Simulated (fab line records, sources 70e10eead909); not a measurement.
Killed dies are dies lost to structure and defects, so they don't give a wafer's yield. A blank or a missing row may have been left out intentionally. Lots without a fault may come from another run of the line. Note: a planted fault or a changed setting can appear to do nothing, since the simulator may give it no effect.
A lot that was struck, set against a sound lot / flow nand_harc / 13 out of 1302 route steps
Sound: these wafers, L404.2, L404.4, L404.5. Wafers struck: L417.4, L417.5, L417.6. The cause comes at the end.
At each step with rows: each side's tool, then ch and its chambers, then its first start. Under that, the readings that differ: sound wafers / struck wafers / difference of the means / sigmas: that difference in standard deviations of wafers without a fault.
alike: readings with means less than 2 such deviations apart, plus words and numbers identical on both sides. not compared: withheld readings, readings lacking a value on some wafer, bounds such as >300 that could conceal the same value, and numbers that have no deviation in the record and whose values overlap.
Wherever a step has rows on one side only, a row that says differs or no value, or a row with sigmas, the two part there. Numbers that don't overlap but have no deviation are shown without sigmas and don't part them. A reading missing from all wafers of one side parts the sides only when that side holds two or more wafers.

first, 1 step without rows for these wafers: NHARC_A_CHANNEL_FILL_D2_ANNEAL_22 (time 7200 s).
NHARC_A_CHANNEL_FILL_D2_THK_MEAS_06: measures by ellipsometry.
  sound on film_metro-02 at day 15 17:31; struck on film_metro-02 at day 21 00:01
  alike: thk_nm
NHARC_A_CHANNEL_FILL_D2_ALD_25: deposits SiOx, target thk 60 nm, pulse time 10 s, ald cycles 600.
  sound on ald_hk-03 ch 0,2,3, day 15 17:34; struck on ald_hk-03 ch 1,2, day 21 00:41
  alike: heater_power_w, precursor_pulse_height_rel, susceptor_temp_C
NHARC_A_CHANNEL_FILL_D2_ETCHBACK_08: etches the open film in C4F8, target depth 220 nm, time 110 s.
  sound on rie_diel-06 ch 0,2,3; struck on rie_diel-02 ch 0,1,2
  alike: oes_product_au, rf_vpp_V
  not compared: rf_hours_counter_h
NHARC_A_CHANNEL_FILL_D2_STRIP_29: strips in O2, time 20 s.
  sound on rie_diel-06 ch 2,3; struck on rie_diel-02 ch 1,2
  alike: drypump_motor_current_A, oes_product_au, rf_vpp_V, showerhead_plenum_p_Torr, throttle_valve_pct
  not compared: rf_hours_counter_h
then, 3 steps without rows for these wafers: NHARC_A_CHANNEL_FILL_D2_PRECLEAN_30 (cleans in dHF, time 30 s); NHARC_A_CHANNEL_FILL_D2_SRD_31; NHARC_A_CHANNEL_FILL_D2_CVD_09 (deposits poly-Si, target thk 150 nm, time 3000 s).
NHARC_A_CHANNEL_FILL_D2_CMP_10: polishes, target thk 150 nm.
  sound on cmp-03 ch 0,1,3, day 16 04:52; struck on cmp-01 ch 1,2, day 21 11:29
  alike: motor_current_A, time_to_endpoint_s
next, for these wafers, 1 step has no rows: NHARC_A_CHANNEL_FILL_D2_SRD_12.
NHARC_A_CHANNEL_FILL_D2_RTA_24: time 5 s.
  sound on rtp_anneal-02 ch 0, day 16 05:19; struck on rtp_anneal-02 ch 0, day 21 12:38
  alike: lamp_power_pct, lamp_zone_4_pct, wafer_temp_C_max
NHARC_A_CHANNEL_FILL_D2_INSPECT_13:
  sound on defect_inspect-02 at day 16 05:29; struck on defect_inspect-02 at day 21 12:45
  alike: raw_defect_count
-- record jumps: 9 days between struck wafers' starts before vs after; left off in module A_CHANNEL_FILL_D2, resumes in module END, first step shown is number 1302 of the route --
NHARC_END_SORT_01:
  the record has rows for the struck wafers here (prober-02 ch 0, day 30 01:40) and none for the sound ones

WHERE THEY PART
Within this record, at NHARC_END_SORT_01 only.

WHY: what had been put in by the simulator
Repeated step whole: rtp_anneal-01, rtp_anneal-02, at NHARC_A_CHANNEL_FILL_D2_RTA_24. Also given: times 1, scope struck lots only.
